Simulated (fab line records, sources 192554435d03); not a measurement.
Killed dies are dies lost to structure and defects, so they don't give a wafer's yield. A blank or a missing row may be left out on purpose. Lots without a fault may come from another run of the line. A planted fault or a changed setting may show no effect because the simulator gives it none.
A struck lot beside a sound one | flow n5_finfet | 41 steps out of a route of 1938
Sound: wafers L726.2, L726.3, L726.5. Struck: wafers L721.3, L721.4, L721.5. The cause comes at the end.
At each step with rows: each side's tool, then ch and its chambers, then its first start. Under that, the readings that differ: sound wafers | struck wafers | difference of the means | sigmas: that difference in standard deviations of wafers without a fault.
alike: readings whose means differ by less than 2 such deviations, and words and numbers that are the same on both sides. not compared: withheld readings, readings that some wafer has no value for, bounds like >300 that may hide the same value, and numbers for which the record gives no deviation and whose values overlap.
The two part at a step that has a row with sigmas, a row that says differs or no value, or rows on one side only. Numbers that don't overlap but have no deviation are shown without sigmas and don't part them. A reading that every wafer of one side lacks parts them only if that side has two wafers or more.

first, 9 steps without rows for these wafers: N5_BEOL_M4_ANNEAL_95 (time 240 s); N5_BEOL_M4_SPUTTER_96 (material Cu, target thk 4.5 nm, time 8.29 s); N5_BEOL_M4_ECD_50 (material Cu, target thk 300 nm); N5_BEOL_M4_ANNEAL_51 (time 90 s); N5_BEOL_M4_CMP_52 (polishes, stops on SiOC, t overpolish 6.8 s, target thk 40 nm); N5_BEOL_M4_PRE_CLEAN_60 (time 15 s); N5_BEOL_M4_CO_CAP_55 (material Co, precursor CCTBA/H2, target thk 2 nm, time 102.1 s); N5_BEOL_M4_PRE_CLEAN_56 (time 15 s); N5_BEOL_M4_DEP_57 (deposits SiCN from 3MS/NH3, target thk 8 nm, time 14 s).
N5_BEOL_M4_RC_MEAS_101:
  sound on prober-01 ch 0, day 13 15:30; struck on prober-01 ch 0, day 12 21:13
  reading       | sound          | struck         | difference | sigmas
  SS_P (mV/dec) | 72.2 72.8 72.3 | 73.2 73.8 74.2 | +1.3       | +2
  alike: DIBL_N, DIBL_P, IOFF_N, IOFF_P, ION_N, ION_P, SS_N, VT_N, VT_P
then, 24 steps without rows for these wafers: N5_BEOL_M5_ILD_DEP_00 (deposits SiCOH lowk from DEMS/porogen, target thk 140.64 nm, time 25.9 s); N5_BEOL_M5_CURE_79 (cures SiCOH lowk, time 240 s); N5_BEOL_M5_PECVD_70 (deposits SiO2 from TEOS/O2, target thk 16 nm, time 18 s); N5_BEOL_M5_HM_DEP_02 (deposits TiN, target thk 20 nm); N5_BEOL_M5_COAT_59 (time 60 s, resist thk 60 nm); N5_BEOL_M5_COAT_60 (time 60 s, resist thk 12 nm); N5_BEOL_M5_COAT_71 (time 60 s, resist thk 5 nm); N5_BEOL_M5_COAT_05 (resist thk 30 nm); N5_BEOL_M5_EBR_07; N5_BEOL_M5_SOFTBAKE_06 (time 60 s); N5_BEOL_M5_EXPOSE_08 (exposes mask M5, target cd 28 nm); N5_BEOL_M5_PEB_09 (peb time 60 s); N5_BEOL_M5_DEVELOP_10 (develop time 30 s); N5_BEOL_M5_DESCUM_16 (chemistry O2, time 7 s); N5_BEOL_M5_ETCH_72 (etches underlayer in N2/H2, target depth 6.5 nm, time 5.2 s); N5_BEOL_M5_ETCH_61 (etches SiARC in CF4, target depth 15.6 nm, time 26 s); N5_BEOL_M5_ETCH_62 (etches SOC in N2/H2, target depth 75 nm, overetch 15 nm, time 112.5 s); N5_BEOL_M5_STRIP_63 (strips in N2/H2); N5_BEOL_M5_STRIP_73 (strips in N2/H2); N5_BEOL_M5_STRIP_64 (strips in CF4); N5_BEOL_M5_HM_OPEN_17 (chemistry Cl2/BCl3, target TiN, target depth 20 nm, overetch 6 nm); N5_BEOL_M5_STRIP_19 (strips in O2); N5_BEOL_M5_COAT_65 (time 60 s, resist thk 60 nm); N5_BEOL_M5_COAT_66 (time 60 s, resist thk 12 nm).
N5_BEOL_M7_STRIP_67: strips in CF4.
  sound on rie_diel-05 ch 0,1,2, day 14 13:34; struck on rie_diel-05 ch 0,1,2, day 13 20:47
  no value came back on the struck wafers for any of 7 readings (bias_power_w (W), cf4_flow_sccm (sccm) and others); on the sound wafers bias_power_w (W) reads 74.88 75.21 74.77
  reading                                    | sound | struck     | difference | sigmas
  model.SiARC_of_BEOL_M7_COAT_60.thk_nm (nm) | 0 0 0 | 28 28 28.2 | +28        |
  not compared: rf_hours_counter_h
N5_BEOL_M7_STRIP_19: strips in O2.
  sound on rie_diel-01 ch 0,2,3, day 14 13:48; struck on rie_diel-01 ch 0,1,3, day 13 21:08
  reading                                  | sound | struck         | difference | sigmas
  model.SOC_of_BEOL_M7_COAT_59.thk_nm (nm) | 0 0 0 | 91.8 92.2 91.6 | +91.9      |
  alike: chamber_pressure_mTorr, drypump_motor_current_A, oes_product_au, rf_vpp_V, showerhead_plenum_p_Torr, throttle_valve_pct
  not compared: rf_hours_counter_h
N5_BEOL_M7_ETCH_66: etches SOC in N2/H2, target depth 80 nm, overetch 16 nm, time 120 s.
  sound on rie_diel-05 ch 2,3, day 14 16:14; struck on rie_diel-06 ch 1,3, day 13 21:53
  reading                  | sound             | struck           | difference | sigmas
  oes_product_au (a.u.)    | 0.71 0.61 0.62    | 0.80 0.87 0.80   | +0.18      | +3
  model.etch.depth_nm (nm) | 59.95 60.03 60.19 | 97.12 93.4 96.65 | +35.67     |
  alike: drypump_motor_current_A, h2_flow_sccm, rf_vpp_V, showerhead_plenum_p_Torr, throttle_valve_pct
  not compared: rf_hours_counter_h
N5_BEOL_M7_VIA_ETCH_34: etches SiCOH lowk in C4F6/O2, target depth 125.5 nm, time 50.5 s.
  sound on rie_diel-05 ch 2,3, day 14 16:20; struck on rie_diel-06 ch 1,3, day 13 21:59
  reading               | sound          | struck         | difference | sigmas
  oes_product_au (a.u.) | 0.94 0.80 0.79 | 0.30 0.34 0.30 | -0.53      | -6
  alike: drypump_motor_current_A, rf_vpp_V, showerhead_plenum_p_Torr, throttle_valve_pct
  not compared: rf_hours_counter_h
N5_BEOL_M7_ETCH_41: etches SiCN in CH3F/O2, target depth 31.9 nm, time 57.8 s.
  sound on rie_diel-05 ch 2,3; struck on rie_diel-06 ch 1,3
  reading                                    | sound | struck         | difference | sigmas
  model.SiARC_of_BEOL_M7_COAT_60.thk_nm (nm) | 0 0 0 | 17.4 17.6 17.6 | +17.5      |
  alike: drypump_motor_current_A, oes_product_au, rf_vpp_V, showerhead_plenum_p_Torr, throttle_valve_pct
  not compared: rf_hours_counter_h
N5_BEOL_M7_OCD_MEAS_38:
  sound on ocd-02, day 14 16:35; struck on ocd-01, day 13 22:14
  reading              | sound          | struck | difference                    | sigmas
  trench_depth_nm (nm) | 95.3 93.8 94.1 | - - -  | no value on the struck wafers |
-- the record jumps here: 3 days lie between the struck wafers' starts before and after (it left off in module BEOL_M7 and takes up again in module PASSIVATION, whose first step shown is number 1936 of the route) --
N5_PASSIVATION_PROBE_49:
  the record has rows for the struck wafers here (prober-01, day 16 16:35) and none for the sound ones

WHERE THEY PART
First at N5_BEOL_M4_RC_MEAS_101; last, within this record, at N5_PASSIVATION_PROBE_49.

WHY: what the simulator had put in
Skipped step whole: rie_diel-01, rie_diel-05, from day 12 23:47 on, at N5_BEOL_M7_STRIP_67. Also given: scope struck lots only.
